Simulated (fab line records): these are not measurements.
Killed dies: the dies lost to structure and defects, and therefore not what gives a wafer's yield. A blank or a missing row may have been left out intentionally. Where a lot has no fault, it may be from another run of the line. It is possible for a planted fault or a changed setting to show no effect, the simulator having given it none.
Which tool did it? ; flow n5-finfet ; 72 wafers from 24 lots sampled at 5 of the route's 1938 steps

## WHAT EACH GAUGE READ, for each wafer
N5_ILD0_THK_MEAS_08. Usual: thk-nm reads 138.6 nm (standard deviation 1.2).
lot;measured;on;thk-nm (nm);flag
L074;day 3 13:29;film-metro-01;139.0 137.0 139.4;
L075;day 3 18:36;film-metro-02;140.1 138.8 138.0;
L076;day 4 05:04;film-metro-01;137.6 139.7 137.5;
L077;day 4 08:31;film-metro-02;138.0 137.8 137.5;
L078;day 4 14:20;film-metro-02;140.1 140.0 139.2;
L079;day 4 21:32;film-metro-02;137.5 136.6 139.2;
L080;day 5 03:53;film-metro-02;138.1 138.6 137.6;
L081;day 5 12:44;film-metro-02;141.5 139.3 139.8;
L082;day 5 14:16;film-metro-01;138.1 137.0 137.3;
L083;day 5 21:40;film-metro-02;139.6 138.9 139.5;
L084;day 6 01:54;film-metro-01;137.9 138.5 139.3;
L085;day 6 10:59;film-metro-02;139.7 137.9 140.7;
L086;day 6 13:10;film-metro-01;139.6 138.5 139.9;
L087;day 6 22:45;film-metro-02;135.3 136.1 137.3;
L088;day 7 00:40;film-metro-02;137.8 137.8 137.4;
L089;day 7 14:32;film-metro-02;139.5 139.4 139.6;
L090;day 7 16:35;film-metro-01;139.0 139.5 139.7;
L091;day 7 23:10;film-metro-02;136.8 136.9 137.7;
L092;day 8 04:21;film-metro-01;138.6 139.6 138.8;
L093;day 8 10:34;film-metro-01;140.5 139.6 141.7;
L094;day 8 16:49;film-metro-02;139.0 137.5 138.5;
L095;day 8 22:56;film-metro-01;137.1 137.7 137.3;
L096;day 9 04:01;film-metro-01;138.6 141.4 140.5;
L097;day 9 10:32;film-metro-02;137.9 138.5 138.2;

N5_SDB_INSPECT_13: inspects for defects (brightfield). Usual: raw-defect-count reads 82 (standard deviation 31).
lot;measured;on;raw-defect-count;flag
L074;day 3 17:09;defect-inspect-01;76 53 80;
L075;day 3 22:15;defect-inspect-02;90 60 52;
L076;day 4 09:31;defect-inspect-02;132 111 97;
L077;day 4 12:18;defect-inspect-02;110 84 44;
L078;day 4 18:13;defect-inspect-02;75 57 94;
L079;day 5 01:19;defect-inspect-02;112 71 115;
L080;day 5 07:32;defect-inspect-02;107 75 104;
L081;day 5 16:31;defect-inspect-01;147 80 109;
L082;day 5 18:03;defect-inspect-02;27 36 42;
L083;day 6 01:26;defect-inspect-02;122 62 76;
L084;day 6 05:52;defect-inspect-01;54 92 57;
L085;day 6 14:46;defect-inspect-01;75 35 80;
L086;day 6 16:57;defect-inspect-02;63 72 73;
L087;day 7 02:25;defect-inspect-02;126 90 97;
L088;day 7 04:20;defect-inspect-02;59 117 114;
L089;day 7 18:23;defect-inspect-02;73 44 36;
L090;day 7 20:22;defect-inspect-02;83 75 137;
L091;day 8 03:13;defect-inspect-02;47 71 68;
L092;day 8 08:08;defect-inspect-02;157 74 102;
L093;day 8 14:31;defect-inspect-02;42 39 58;
L094;day 8 20:37;defect-inspect-01;95 90 75;
L095;day 9 03:14;defect-inspect-02;74 91 64;
L096;day 9 07:41;defect-inspect-01;76 105 60;
L097;day 9 14:19;defect-inspect-01;130 133 145;

## EACH LOT AND THE TOOL THAT RAN IT (in order: tool; ch and the chambers of the sampled wafers; start)
lot;N5_SD_EPI_P_ETCH_36;N5_SD_EPI_P_SD_RECESS_17;N5_ILD0_LINER_00
L074;rie-diel-02 ch 1,2,3, day 3 05:27;rie-si-01 ch 0,2,3, day 3 06:06;ald-sin-01 ch 2,3, day 3 10:29
L075;rie-diel-04 ch 0,1,3, day 3 10:57;rie-si-02 ch 1,2,3, day 3 11:36;ald-sin-04 ch 0,1, day 3 15:37
L076;rie-diel-02 ch 0,2, day 3 21:36;rie-si-01 ch 0,2,3, day 3 22:15;ald-sin-02 ch 1,2,3, day 4 02:05
L077;rie-diel-04 ch 0,3, day 4 00:55;rie-si-01 ch 1,2, day 4 01:34;ald-sin-01 ch 1,2, day 4 05:32
L078;rie-diel-05 ch 0,2,3, day 4 05:36;rie-si-01 ch 0,1,2, day 4 06:16;ald-sin-01 ch 0,1, day 4 11:20
L079;rie-diel-02 ch 0,2,3, day 4 13:31;rie-si-01 ch 1,2, day 4 14:10;ald-sin-04 ch 0,1, day 4 18:32
L080;rie-diel-05 ch 0,1,3, day 4 18:57;rie-si-01 ch 0,2, day 4 19:36;ald-sin-01 ch 0,1,3, day 5 00:54
L081;rie-diel-02 ch 1,3, day 5 04:12;rie-si-02 ch 0,2,3, day 5 04:51;ald-sin-02 ch 1,2, day 5 09:46
L082;rie-diel-05 ch 0,2, day 5 05:58;rie-si-01 ch 2,3, day 5 06:37;ald-sin-02 ch 0,2,3, day 5 10:42
L083;rie-diel-04 ch 1,2,3, day 5 13:04;rie-si-02 ch 0,1, day 5 13:43;ald-sin-01 ch 0,2,3, day 5 18:32
L084;rie-diel-04 ch 1,2, day 5 18:25;rie-si-02 ch 1,2, day 5 19:04;ald-sin-02 ch 0,3, day 5 22:54
L085;rie-diel-02 ch 0,2,3, day 6 02:41;rie-si-02 ch 0,2, day 6 03:20;ald-sin-04 ch 1,2,3, day 6 07:59
L086;rie-diel-04 ch 0,1,2, day 6 05:28;rie-si-01 ch 0,3, day 6 06:07;ald-sin-01 ch 0,2,3, day 6 10:11
L087;rie-diel-05 ch 0,2, day 6 13:16;rie-si-01 ch 0,2, day 6 13:55;ald-sin-04 ch 2,3, day 6 19:46
L088;rie-diel-04 ch 0,1,2, day 6 17:11;rie-si-01 ch 0,2,3, day 6 17:50;ald-sin-04 ch 0,2,3, day 6 21:40
L089;rie-diel-04 ch 0,3, day 7 05:47;rie-si-06 ch 0,2,3, day 7 06:26;ald-sin-02 ch 1,2,3, day 7 11:22
L090;rie-diel-05 ch 0,2, day 7 08:05;rie-si-06 ch 1,2,3, day 7 08:44;ald-sin-02 ch 0,2, day 7 13:29
L091;rie-diel-05 ch 1,2, day 7 12:28;rie-si-06 ch 0,1,2, day 7 13:07;ald-sin-02 ch 0,1,2, day 7 20:11
L092;rie-diel-05 ch 0,1, day 7 19:59;rie-si-06 ch 1,3, day 7 20:38;ald-sin-04 ch 0,2,3, day 8 01:22
L093;rie-diel-02 ch 1,2, day 8 01:08;rie-si-06 ch 0,2,3, day 8 01:47;ald-sin-02 ch 0,1,3, day 8 07:35
L094;rie-diel-05 ch 0,1,2, day 8 09:11;rie-si-02 ch 0,1,3, day 8 09:50;ald-sin-02 ch 1,2,3, day 8 13:42
L095;rie-diel-02 ch 1,2,3, day 8 15:09;rie-si-06 ch 1,2,3, day 8 15:46;ald-sin-01 ch 0,1,2, day 8 19:56
L096;rie-diel-05 ch 2,3, day 8 20:30;rie-si-02 ch 0,2,3, day 8 21:09;ald-sin-02 ch 0,3, day 9 01:02
L097;rie-diel-02 ch 0,1, day 9 02:13;rie-si-01 ch 0,2,3, day 9 02:52;ald-sin-01 ch 0,1, day 9 07:11
- N5_SD_EPI_P_ETCH_36: etches SiARC in CF4, target depth 45.5 nm, time 75.8 s.
- N5_SD_EPI_P_SD_RECESS_17: chemistry HBr/Cl2/O2, target depth 39.1 nm, bt time 3 s.
- N5_ILD0_LINER_00: material SiNx, target thk 4 nm, pulse time 1 s, purge time 2 s.

## WHAT THE TOOLS THEMSELVES READ (means of the sampled wafers that have a number; where no wafer has one, the mark that the record gives instead)
N5_SD_EPI_P_ETCH_36. Usual: drypump-motor-current-A 5.6 A, standard deviation 0.31; etch-rf-on-time-s 77.0 s, standard deviation 1.9; oes-product-au 0.63 a.u., standard deviation 0.06; rf-vpp-V 184.1 V, standard deviation 1.1; showerhead-plenum-p-Torr 2.14 Torr, standard deviation 0.062; throttle-valve-pct 15.65 %, standard deviation 0.19.
lot;tool;drypump-motor-current-A (A);etch-rf-on-time-s (s);oes-product-au (a.u.);rf-vpp-V (V);showerhead-plenum-p-Torr (Torr);throttle-valve-pct (%);flag
L074;rie-diel-02;5.7;76.9;0.60;185.1;2.18;15.71;
L075;rie-diel-04;5.7;77.9;0.63;184.5;2.14;15.75;
L076;rie-diel-02;5.4;77.9;0.62;183.5;2.11;15.68;
L077;rie-diel-04;5.6;77.9;0.62;184.0;2.10;15.89;
L078;rie-diel-05;5.8;77.0;0.63;183.4;2.10;15.63;
L079;rie-diel-02;5.5;77.7;0.60;184.2;2.12;15.76;
L080;rie-diel-05;5.6;77.1;0.66;184.0;2.12;15.63;
L081;rie-diel-02;5.7;78.5;0.58;184.3;2.18;15.72;
L082;rie-diel-05;5.5;76.8;0.64;183.5;2.14;15.48;
L083;rie-diel-04;5.7;76.0;0.62;183.7;2.13;15.70;
L084;rie-diel-04;5.8;75.7;0.62;185.1;2.19;15.57;
L085;rie-diel-02;5.5;77.2;0.59;184.3;2.12;15.77;
L086;rie-diel-04;5.8;79.0;0.61;184.7;2.16;15.71;
L087;rie-diel-05;5.7;75.5;0.64;184.4;2.14;15.44;
L088;rie-diel-04;5.8;78.3;0.61;184.1;2.16;15.71;
L089;rie-diel-04;5.6;78.0;0.61;184.2;2.10;15.92;
L090;rie-diel-05;5.7;76.1;0.64;184.3;2.13;15.46;
L091;rie-diel-05;5.6;75.7;0.67;185.1;2.15;15.41;
L092;rie-diel-05;5.2;77.0;0.66;183.2;2.15;15.52;
L093;rie-diel-02;5.8;77.9;0.57;184.0;2.20;15.66;
L094;rie-diel-05;5.4;76.1;0.66;183.6;2.15;15.49;
L095;rie-diel-02;5.7;78.3;0.56;184.1;2.16;15.79;
L096;rie-diel-05;6.0;75.4;0.69;184.9;2.18;15.47;
L097;rie-diel-02;5.6;79.2;0.58;184.0;2.14;15.68;

N5_SD_EPI_P_SD_RECESS_17. Usual: drypump-motor-current-A 5.7 A, standard deviation 0.39; he-backside-leak-sccm 2.73 sccm, standard deviation 0.27; oes-product-au 0.999 a.u., standard deviation 0.018; throttle-valve-pct 36.98 %, standard deviation 0.28.
lot;tool;drypump-motor-current-A (A);he-backside-leak-sccm (sccm);oes-product-au (a.u.);throttle-valve-pct (%);flag
L074;rie-si-01;5.7;2.84;0.988;37.03;
L075;rie-si-02;6.1;2.48;1.012;37.07;
L076;rie-si-01;5.7;2.86;0.988;37.03;
L077;rie-si-01;5.9;2.85;1.008;36.81;
L078;rie-si-01;5.9;2.86;1.007;36.83;
L079;rie-si-01;5.9;2.78;1.015;36.81;
L080;rie-si-01;5.7;2.84;0.993;36.91;
L081;rie-si-02;6.0;2.59;1.011;37.06;
L082;rie-si-01;5.7;2.99;0.978;37.08;
L083;rie-si-02;5.3;2.50;1.014;36.87;
L084;rie-si-02;5.7;2.44;1.012;36.96;
L085;rie-si-02;6.0;2.75;1.007;37.03;
L086;rie-si-01;5.8;3.17;1.002;36.97;
L087;rie-si-01;5.8;3.00;1.000;36.85;
L088;rie-si-01;5.7;2.90;0.991;37.02;
L089;rie-si-06;5.3;2.63;0.992;36.74;
L090;rie-si-06;5.4;2.50;0.985;37.19;
L091;rie-si-06;5.4;2.65;0.985;36.94;
L092;rie-si-06;5.5;2.27;0.979;37.16;
L093;rie-si-06;5.3;2.63;0.989;36.74;
L094;rie-si-02;5.7;2.55;1.007;36.99;
L095;rie-si-06;5.4;2.54;0.985;37.19;
L096;rie-si-02;6.0;2.69;1.013;37.06;
L097;rie-si-01;5.7;3.13;0.989;37.03;

N5_ILD0_LINER_00. Usual: heater-power-w 843 W, standard deviation 75; precursor-pulse-height-rel 0.998, standard deviation 0.022.
lot;tool;heater-power-w (W);precursor-pulse-height-rel;flag
L074;ald-sin-01;942;1.015;
L075;ald-sin-04;729;0.979;
L076;ald-sin-02;894;1.004;
L077;ald-sin-01;817;1.008;
L078;ald-sin-01;837;0.988;
L079;ald-sin-04;731;1.000;
L080;ald-sin-01;900;0.999;
L081;ald-sin-02;862;0.967;
L082;ald-sin-02;819;0.997;
L083;ald-sin-01;880;0.999;
L084;ald-sin-02;780;0.998;
L085;ald-sin-04;839;1.004;
L086;ald-sin-01;874;0.982;
L087;ald-sin-04;871;1.007;
L088;ald-sin-04;835;0.999;
L089;ald-sin-02;852;1.000;
L090;ald-sin-02;818;0.987;
L091;ald-sin-02;833;0.966;
L092;ald-sin-04;833;1.016;
L093;ald-sin-02;815;1.009;
L094;ald-sin-02;857;0.997;
L095;ald-sin-01;833;1.016;
L096;ald-sin-02;784;1.012;
L097;ald-sin-01;832;1.000;

## THE ANSWER, worked out from the rows above alone
Rule: lot off if the mean of its wafers having a number is beyond 3 standard deviations from the usual mean. Also off: a lot with no number at a reading for which 4 or more lots have one. Where the step has rows for the other lots, those lots are counted as sound. The gauges are gone through in route order, then the tools' own readings, and for those a lot's mean is taken as printed above. At the first step where some lot is off, the reading lying furthest off is the one used; lots without a number count as furthest.
No lot is off at any reading shown: from this, nothing can be told.

## WHAT WAS PUT IN BY THE SIMULATOR
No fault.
